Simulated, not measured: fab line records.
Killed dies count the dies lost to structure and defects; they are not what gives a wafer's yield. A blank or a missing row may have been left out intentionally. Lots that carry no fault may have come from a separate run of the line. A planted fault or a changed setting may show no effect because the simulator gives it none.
Struck lot and sound lot, side by side || flow n5 finfet || 15 out of 1938 route steps
Sound: the wafers L926.4, L926.5, L926.6. Struck: wafers L917.2, L917.3. Last of all comes the cause.
For every step that has rows: the tool of each side, followed by ch and its chambers, followed by its first start. Under that, the readings that differ: sound wafers || struck wafers || difference of the means || sigmas: that difference in standard deviations of wafers without a fault.
alike: same words and numbers on both sides, and readings whose means sit less than 2 such deviations apart. not compared: any withheld reading, any reading some wafer has no value for, any bound like >300 that may hide the same value, and any number with overlapping values for which the record gives no deviation.
A row with sigmas, a row that says differs or no value, or rows on one side alone: a step with any of these is where the two part. Numbers that have no deviation but don't overlap get no sigmas and don't part them. A reading that every wafer of one side lacks parts them only if that side has two wafers or more.

N5_BEOL_M7_VIA_ETCH_34: etches SiCOH lowk in C4F6/O2, target depth 125.5 nm, time 50.5 s.
  sound on rie diel-06 ch 1,2,3, day 12 18:47; struck on rie diel-05 ch 1,3, day 11 12:03
{"reading": "rf hours counter h (h)", "sound": "- - -", "struck": "155 237", "difference": "no value on the sound wafers", "sigmas": ""}
{"reading": "showerhead plenum p Torr (Torr)", "sound": "2.92 2.99 3.02", "struck": "2.73 2.69", "difference": -0.27, "sigmas": -2}
  alike: drypump motor current A, oes product au, rf vpp V, throttle valve pct
then, 1 step without rows for these wafers: N5_BEOL_M7_STRIP_76 (strips in C4F6/O2).
N5_BEOL_M7_STRIP_36: strips in N2/H2.
  sound on rie diel-06 ch 1,2,3, day 12 18:50; struck on rie diel-05 ch 1,3, day 11 12:06
{"reading": "rf hours counter h (h)", "sound": "- - -", "struck": "155 237", "difference": "no value on the sound wafers", "sigmas": ""}
{"reading": "showerhead plenum p Torr (Torr)", "sound": "2.58 2.68 2.69", "struck": "2.45 2.39", "difference": -0.23, "sigmas": -2}
  alike: drypump motor current A, oes product au, power w, rf vpp V, throttle valve pct
then, 1 step without rows for these wafers: N5_BEOL_M7_TRENCH_ETCH_37 (etches SiCOH lowk in C4F6/O2, target depth 93.478 nm, time 31.2 s).
N5_BEOL_M7_ETCH_41: etches SiCN in CH3F/O2, target depth 31.9 nm, time 57.8 s.
  sound: rie diel-06 ch 1,2,3; struck: rie diel-05 ch 1,3
{"reading": "rf hours counter h (h)", "sound": "- - -", "struck": "155 237", "difference": "no value on the sound wafers", "sigmas": ""}
{"reading": "showerhead plenum p Torr (Torr)", "sound": "2.05 2.11 2.12", "struck": "1.91 1.88", "difference": -0.20, "sigmas": -2}
  alike: drypump motor current A, oes product au, rf vpp V, throttle valve pct
N5_BEOL_M7_STRIP_80: strips in N2/H2, time 10 s.
  sound: rie diel-06 ch 1,2,3; struck: rie diel-05 ch 1,3
{"reading": "rf hours counter h (h)", "sound": "- - -", "struck": "155 237", "difference": "no value on the sound wafers", "sigmas": ""}
{"reading": "showerhead plenum p Torr (Torr)", "sound": "2.58 2.68 2.69", "struck": "2.45 2.39", "difference": -0.23, "sigmas": -2}
  alike: drypump motor current A, oes product au, rf vpp V, throttle valve pct
N5_BEOL_M7_OCD_MEAS_38:
  sound on ocd-02 at day 12 19:01; struck on ocd-02 at day 11 12:18
  alike: trench depth nm
then, 4 steps without rows for these wafers: N5_BEOL_M7_HM_STRIP_39 (strips TiN in peroxide tin strip, target depth 25 nm, time 158 s); N5_BEOL_M7_SRD_40 (time 30 s); N5_BEOL_M7_PRECLEAN_42 (cleans in residue remover, time 60 s); N5_BEOL_M7_SRD_43 (time 30 s).
N5_BEOL_M7_CD_MEAS_35 targets a cd of 40 nm.
  sound on cd sem-03 at day 12 19:10; struck on cd sem-01 at day 11 12:28
  alike: cd nm
N5_BEOL_M7_CURE_75: cures SiCOH lowk, time 120 s.
  sound on uv cure-03 ch 0, day 12 20:23; struck on uv cure-02 ch 2, day 11 12:49
  no value came back on the struck wafers for lamp power pct (%), run length s (s), wafer_temp_C_max; on the sound wafers lamp power pct (%) reads 52.31 52.24 52.34
N5_BEOL_M7_DEGAS_44: time 60 s.
  sound on pvd sputter-01 at day 12 20:42; struck on pvd sputter-01 at day 11 13:08
  alike: heater power w
next, for these wafers, 1 step has no rows: N5_PASSIVATION_PROBE_49.

WHERE THEY PART
First at N5_BEOL_M7_VIA_ETCH_34; last, within this record, at N5_BEOL_M7_CURE_75. Later steps at which nothing parts them and some readings are alike: N5_BEOL_M7_DEGAS_44.

WHY: whatever the simulator had introduced
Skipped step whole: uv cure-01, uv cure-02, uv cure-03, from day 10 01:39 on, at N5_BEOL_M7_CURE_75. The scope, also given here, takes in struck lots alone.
